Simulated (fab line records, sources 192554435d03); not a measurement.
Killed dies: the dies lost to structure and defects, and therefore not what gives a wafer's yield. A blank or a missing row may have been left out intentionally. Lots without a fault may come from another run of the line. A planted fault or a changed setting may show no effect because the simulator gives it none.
Matching of chambers | flow n5Finfet | 4 sister chambers for N5_BEOL_M15_DESCUM_33 on rieDiel-01
The step chemistry O2, time 7.9 s. 4 wafers are shown with their chamber, then 12 later ones without.

## WAFERS WITH THEIR CHAMBER
wafer  | chamber | showerheadPlenumPTorr (Torr)
L085.6 | 1       | 1.97
L087.1 | 0       | 2.22
L087.2 | 3       | 2.14
L087.3 | 2       | 2.03

## WAFERS WITH NO CHAMBER GIVEN
wafer  | showerheadPlenumPTorr (Torr)
L087.4 | 1.97
L087.5 | 2.14
L087.6 | 2.22
L093.1 | 2.03
L093.5 | 2.03
L093.6 | 2.14
L092.1 | 2.14
L092.2 | 2.21
L092.3 | 2.03
L092.4 | 1.96
L092.5 | 2.21
L092.6 | 1.96

## WHICH CHAMBER EACH ONE RAN IN
wafer  | from the rows above | in truth
L087.4 | 1                   | 1
L087.5 | 3                   | 3
L087.6 | 0                   | 0
L093.1 | 2                   | 2
L093.5 | 2                   | 2
L093.6 | 3                   | 3
L092.1 | 3                   | 3
L092.2 | 0                   | 0
L092.3 | 2                   | 2
L092.4 | 1                   | 1
L092.5 | 0                   | 0
L092.6 | 1                   | 1
Correct placement for 12 of the 12. Not placeable from these rows: 0. Placed wrongly: 0.
How it was worked out, from the rows above alone: a wafer's distance from a chamber is the root of the sum, over the readings, of the square of ((its reading less the chamber's mean) divided by the reading's scatter). If the next closest chamber is less than 2 further off than the closest, the wafer can't be placed; otherwise it belongs to the closest. Each chamber's mean is taken over the wafers shown for it. The scatter (one wafer shown for each chamber): square how far every hidden wafer sits from the nearest shown wafer, average those squares and take the square root.
